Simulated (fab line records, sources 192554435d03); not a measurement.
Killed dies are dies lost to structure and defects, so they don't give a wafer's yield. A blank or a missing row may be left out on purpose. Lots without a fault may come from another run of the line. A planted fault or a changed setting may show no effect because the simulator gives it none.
A struck lot beside a sound one | flow n5_finfet | 18 steps out of a route of 1938
Sound: wafers L574.3, L574.4, L574.5. Struck: wafer L584.1. (L584.4 of the same lot was not struck and is left out.) The cause comes at the end.
At each step with rows: each side's tool, then ch and its chambers, then its first start. Under that, the readings that differ: sound wafers | struck wafers | difference of the means | sigmas: that difference in standard deviations of wafers without a fault.
alike: readings whose means differ by less than 2 such deviations, and words and numbers that are the same on both sides. not compared: withheld readings, readings that some wafer has no value for, bounds like >300 that may hide the same value, and numbers for which the record gives no deviation and whose values overlap.
The two part at a step that has a row with sigmas, a row that says differs or no value, or rows on one side only. Numbers that don't overlap but have no deviation are shown without sigmas and don't part them. A reading that every wafer of one side lacks parts them only if that side has two wafers or more.

first, 3 steps without rows for these wafers: N5_BEOL_M15_ETCH_61 (etches BARC in N2/H2, target depth 89 nm, overetch 26.7 nm, time 67.9 s); N5_BEOL_M15_TRENCH_ETCH_34 (etches SiO2 in C4F8/O2/Ar, target depth 872.93 nm, time 199 s); N5_BEOL_M15_STRIP_36 (strips in O2).
N5_BEOL_M15_STRIP_62: strips in O2.
  sound on rie_diel-04 ch 0,1,3; struck on rie_diel-05 ch 2
  reading                         | sound             | struck | difference | sigmas
  showerhead_plenum_p_Torr (Torr) | 2.25 2.26 2.09    | 2.02   | -0.18      | -2
  temp_c (C)                      | 59.93 59.81 59.79 | 60.14  | +0.30      | +2
  alike: drypump_motor_current_A, oes_product_au, rf_vpp_V, throttle_valve_pct
  not compared: rf_hours_counter_h
then, 1 step without rows for these wafers: N5_BEOL_M15_STRIP_37 (strips in O2).
N5_BEOL_M15_ETCH_38: etches SiCN in CF4/N2, target depth 106.4 nm, time 120.5 s.
  sound on rie_diel-04 ch 0,1,3; struck on rie_diel-05 ch 2
  reading                         | sound          | struck | difference | sigmas
  showerhead_plenum_p_Torr (Torr) | 2.32 2.38 2.24 | 2.14   | -0.17      | -2
  alike: drypump_motor_current_A, oes_product_au, rf_vpp_V, throttle_valve_pct
  not compared: rf_hours_counter_h
then, 2 steps without rows for these wafers: N5_BEOL_M15_PRECLEAN_39 (cleans in residue remover, time 60 s); N5_BEOL_M15_SRD_40 (time 30 s, dry time 30 s).
N5_BEOL_M15_DEGAS_41: time 60 s.
  sound on pvd_sputter-02, day 12 21:17; struck on pvd_sputter-02, day 15 02:07
  alike: heater_power_w
N5_BEOL_M15_PRE_CLEAN_42: time 30 s.
  sound on pvd_sputter-02, day 12 21:20; struck on pvd_sputter-02, day 15 02:09
  alike: heater_power_w
then, 1 step without rows for these wafers: N5_BEOL_M15_SPUTTER_43 (material TaN, target thk 15 nm, time 24.19 s).
N5_BEOL_M15_SPUTTER_44: material Ta, target thk 15 nm, time 24.19 s.
  sound on pvd_sputter-02, day 12 21:27; struck on pvd_sputter-02, day 15 02:16
  reading                                     | sound        | struck | difference | sigmas
  model.Ta_of_BEOL_M15_SPUTTER_44.thk_nm (nm) | 15.2 15 15.2 | 25.6   | +10.5      |
  alike: bias_v, throttle_valve_pct
N5_BEOL_M15_SPUTTER_45: material Cu, target thk 100 nm, time 16.67 s.
  sound on pvd_sputter-02, day 12 21:32; struck on pvd_sputter-02, day 15 02:21
  alike: bias_v, throttle_valve_pct
then, 2 steps without rows for these wafers: N5_BEOL_M15_ECD_47 (material Cu, target thk 1860 nm); N5_BEOL_M15_ANNEAL_48 (time 90 s).
N5_BEOL_M15_CMP_49: polishes, stops on SiO2, t overpolish 4.9 s, target thk 850 nm.
  sound on cmp-03 ch 1,2, day 12 22:11; struck on cmp-03 ch 0, day 15 03:01
  reading                      | sound             | struck | difference | sigmas
  barrier_field_endpoint_s (s) | 11.13 11.42 11.32 | 15.80  | +4.51      | +18
  motor_current_A (A)          | 9.6 8.9 9.2       | 7.2    | -2.0       | -4
N5_BEOL_M15_THK_MEAS_50: measures by xrf.
  sound on film_metro-02, day 12 22:29; struck on film_metro-02, day 15 03:18
  alike: M15_THK
then, 1 step without rows for these wafers: N5_PASSIVATION_PROBE_49.

WHERE THEY PART
First at N5_BEOL_M15_STRIP_62; last, within this record, at N5_BEOL_M15_CMP_49. Later steps at which nothing parts them and some readings are alike: N5_BEOL_M15_THK_MEAS_50.

WHY: what the simulator had put in
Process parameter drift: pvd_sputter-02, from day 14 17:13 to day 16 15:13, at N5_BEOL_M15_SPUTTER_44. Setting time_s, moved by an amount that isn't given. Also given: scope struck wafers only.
